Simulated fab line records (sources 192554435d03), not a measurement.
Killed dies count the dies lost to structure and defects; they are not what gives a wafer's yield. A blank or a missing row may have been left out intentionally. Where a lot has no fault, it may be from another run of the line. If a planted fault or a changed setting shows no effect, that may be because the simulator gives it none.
Matching of chambers | flow n5-finfet | 4 sister chambers for N5_BEOL_M10_STRIP_36 on rie-diel-02
The step strips in N2/H2. 8 wafers are shown with their chamber, then 11 later ones without.

== EACH WAFER AND ITS CHAMBER ==
wafer  | chamber | showerhead-plenum-p-Torr (Torr) | drypump-motor-current-A (A)
L079.3 | 2       | 2.68                            | 5.8
L079.5 | 2       | 2.68                            | 5.8
L087.3 | 1       | 2.56                            | 5.6
L087.4 | 1       | 2.56                            | 5.6
L094.1 | 0       | 2.58                            | 5.8
L094.2 | 3       | 2.43                            | 4.7
L094.6 | 3       | 2.43                            | 4.7
L093.2 | 0       | 2.57                            | 5.9

== WAFERS WITH NO CHAMBER GIVEN ==
wafer  | showerhead-plenum-p-Torr (Torr) | drypump-motor-current-A (A)
L093.4 | 2.55                            | 5.6
L093.6 | 2.55                            | 5.6
L095.1 | 2.43                            | 4.7
L095.5 | 2.67                            | 5.7
L095.6 | 2.43                            | 4.7
L096.1 | 2.67                            | 5.8
L096.2 | 2.43                            | 4.8
L096.6 | 2.43                            | 4.8
L097.1 | 2.67                            | 5.8
L097.3 | 2.42                            | 4.8
L097.5 | 2.55                            | 5.6

== WHICH CHAMBER EACH ONE RAN IN ==
wafer  | from the rows above | in truth
L093.4 | 1                   | 1
L093.6 | 1                   | 1
L095.1 | 3                   | 3
L095.5 | 2                   | 2
L095.6 | 3                   | 3
L096.1 | 2                   | 2
L096.2 | 3                   | 3
L096.6 | 3                   | 3
L097.1 | 2                   | 2
L097.3 | 3                   | 3
L097.5 | 1                   | 1
Correct placement for 11 of the 11. Left unplaced by these rows: 0. Placed wrongly: 0.
How it was worked out, from the rows above alone: a wafer's distance from a chamber is the root of the sum, over the readings, of the square of ((its reading less the chamber's mean) divided by the reading's scatter). The wafer belongs to the nearest chamber; if the next one is less than 2 further off, it can't be placed. For every chamber, the mean is computed from those of its wafers that are shown. How the scatter is found: for the shown wafers, subtract from each reading the mean of its chamber, square and add these, divide the total by (wafers less chambers), then take the root.
